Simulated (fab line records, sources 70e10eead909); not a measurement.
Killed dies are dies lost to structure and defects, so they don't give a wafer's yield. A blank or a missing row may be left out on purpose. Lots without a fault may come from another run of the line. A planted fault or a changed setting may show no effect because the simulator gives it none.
Chamber matching | flow nand_harc | NHARC_P_GATE_ALD_36 on ald_sin-04: 4 sister chambers
The step deposits SiNx, target thk 20 nm, pulse time 60 s, ald cycles 223. 4 wafers are shown with their chamber, then 9 later ones without.

WAFERS WITH THEIR CHAMBER
wafer  | chamber | heater_power_w (W)
L085.6 | 0       | 907
L088.3 | 1       | 1001
L088.1 | 2       | 708
L088.4 | 3       | 835

WAFERS WITHOUT THEIR CHAMBER
wafer  | heater_power_w (W)
L091.1 | 702
L091.3 | 979
L091.5 | 700
L093.3 | 894
L093.2 | 695
L093.5 | 828
L097.2 | 819
L097.4 | 901
L097.5 | 822

WHICH CHAMBER EACH WENT THROUGH
wafer  | from the rows above | in truth
L091.1 | 2                   | 2
L091.3 | 1                   | 1
L091.5 | 2                   | 2
L093.3 | 0                   | 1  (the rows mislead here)
L093.2 | 2                   | 2
L093.5 | 3                   | 3
L097.2 | 3                   | 3
L097.4 | 0                   | 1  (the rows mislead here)
L097.5 | 3                   | 3
Placed correctly: 7 of 9. Can't be placed from these rows: 0. Placed wrongly: 2.
How it was worked out, from the rows above alone: a wafer's distance from a chamber is the root of the sum, over the readings, of the square of ((its reading less the chamber's mean) divided by the reading's scatter). The wafer belongs to the nearest chamber; if the next one is less than 2 further off, it can't be placed. A chamber's mean is the mean of its shown wafers. The scatter: with one shown wafer a chamber, the root of the mean of the squares of how far each hidden wafer lies from its nearest shown one.
